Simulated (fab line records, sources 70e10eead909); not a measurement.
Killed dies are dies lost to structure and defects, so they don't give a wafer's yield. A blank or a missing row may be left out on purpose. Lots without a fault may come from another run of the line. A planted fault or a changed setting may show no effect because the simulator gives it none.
Chamber matching | flow nand_harc | NHARC_A_ONON_D1_DEP_33 on pecvd-03: 3 sister chambers
The step deposits SiO2, target thk 200 nm. 14 wafers are shown with their chamber, then 7 later ones without.

WAFERS WITH THEIR CHAMBER
wafer  | chamber | throttle_valve_pct (%) | heater_power_w (W)
L593.1 | 0       | 15.6                   | 302
L593.3 | 2       | 14.8                   | 574
L593.4 | 1       | 15.9                   | 567
L600.2 | 0       | 15.5                   | 363
L600.5 | 0       | 15.7                   | 369
L600.6 | 1       | 16.2                   | 526
L601.1 | 0       | 15.7                   | 394
L601.3 | 2       | 14.8                   | 642
L601.5 | 2       | 14.8                   | 666
L603.4 | 1       | 16.1                   | 563
L603.5 | 2       | 15.0                   | 669
L603.6 | 0       | 15.9                   | 388
L605.1 | 2       | 15.2                   | 529
L605.3 | 2       | 15.1                   | 537

SIGNATURES (means of the wafers above)
reading            | chamber 0 | chamber 1 | chamber 2 | scatter within a chamber
throttle_valve_pct | 15.680    | 16.067    | 14.950    | 0.162
heater_power_w     | 363.20    | 552.00    | 602.83    | 49.4
Rule: a wafer's distance from a chamber is the root of the sum, over the readings, of the square of ((its reading less the chamber's mean) divided by the reading's scatter). The wafer belongs to the nearest chamber; if the next one is less than 2 further off, it can't be placed. The scatter: the root of (the sum of the squares of (reading less its chamber's mean) over the shown wafers, divided by (wafers less chambers)).

WAFERS WITHOUT THEIR CHAMBER
wafer  | throttle_valve_pct (%) | heater_power_w (W)
L605.6 | 15.3                   | 562
L611.1 | 15.4                   | 364
L611.3 | 15.7                   | 482
L611.4 | 14.6                   | 686
L612.1 | 14.6                   | 766
L612.4 | 14.8                   | 786
L612.5 | 15.8                   | 507

WHICH CHAMBER EACH WENT THROUGH
wafer  | from the rows above     | in truth
L605.6 | 2                       | 2
L611.1 | 0                       | 0
L611.3 | can't be placed: 0 or 1 | 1
L611.4 | 2                       | 2
L612.1 | 2                       | 2
L612.4 | 2                       | 2
L612.5 | can't be placed: 1 or 0 | 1
Placed correctly: 5 of 7. Can't be placed from these rows: 2 (the true chamber is among the candidates in 2). Placed wrongly: 0.
